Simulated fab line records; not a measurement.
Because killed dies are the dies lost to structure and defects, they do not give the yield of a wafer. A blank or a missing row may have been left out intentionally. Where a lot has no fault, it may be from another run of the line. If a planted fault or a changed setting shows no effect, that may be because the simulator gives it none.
Matching of chambers / flow n5Finfet / cmp-03 running N5_GATE_CUT_CMP_43: 4 sister chambers
The step polishes SiO2. 4 wafers are shown with their chamber, then 9 later ones without.

== EACH WAFER AND ITS CHAMBER ==
wafer=L087.1; chamber=2; motorCurrentA (A)=11.0
wafer=L088.1; chamber=1; motorCurrentA (A)=11.1
wafer=L088.2; chamber=0; motorCurrentA (A)=11.4
wafer=L088.3; chamber=3; motorCurrentA (A)=11.9

== WAFERS MISSING THEIR CHAMBER ==
wafer=L089.2; motorCurrentA (A)=11.3
wafer=L089.4; motorCurrentA (A)=10.6
wafer=L089.5; motorCurrentA (A)=10.0
wafer=L094.1; motorCurrentA (A)=11.2
wafer=L094.5; motorCurrentA (A)=11.4
wafer=L094.6; motorCurrentA (A)=11.0
wafer=L095.1; motorCurrentA (A)=11.6
wafer=L095.3; motorCurrentA (A)=11.3
wafer=L095.4; motorCurrentA (A)=11.8

== THE CHAMBER EACH PASSED THROUGH ==
wafer=L089.2; from the rows above=can't be placed: 0 or 1 or 2 or 3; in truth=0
wafer=L089.4; from the rows above=can't be placed: 2 or 1 or 0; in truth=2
wafer=L089.5; from the rows above=can't be placed: 2 or 1 or 0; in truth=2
wafer=L094.1; from the rows above=can't be placed: 1 or 2 or 0 or 3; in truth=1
wafer=L094.5; from the rows above=can't be placed: 0 or 1 or 2 or 3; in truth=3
wafer=L094.6; from the rows above=can't be placed: 2 or 1 or 0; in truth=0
wafer=L095.1; from the rows above=can't be placed: 0 or 3 or 1 or 2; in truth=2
wafer=L095.3; from the rows above=can't be placed: 0 or 1 or 2 or 3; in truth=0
wafer=L095.4; from the rows above=can't be placed: 3 or 0 or 1 or 2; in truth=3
Correct placement for 0 of the 9. These rows do not allow placing 9 (true chamber among the candidates in 9). 0 placed wrongly.
How it was worked out, from the rows above alone: a wafer's distance from a chamber is the root of the sum, over the readings, of the square of ((its reading less the chamber's mean) divided by the reading's scatter). If the next closest chamber is less than 2 further off than the closest, the wafer can't be placed; otherwise it belongs to the closest. A chamber's mean is the mean of its shown wafers. The scatter: with one shown wafer a chamber, the root of the mean of the squares of how far each hidden wafer lies from its nearest shown one.
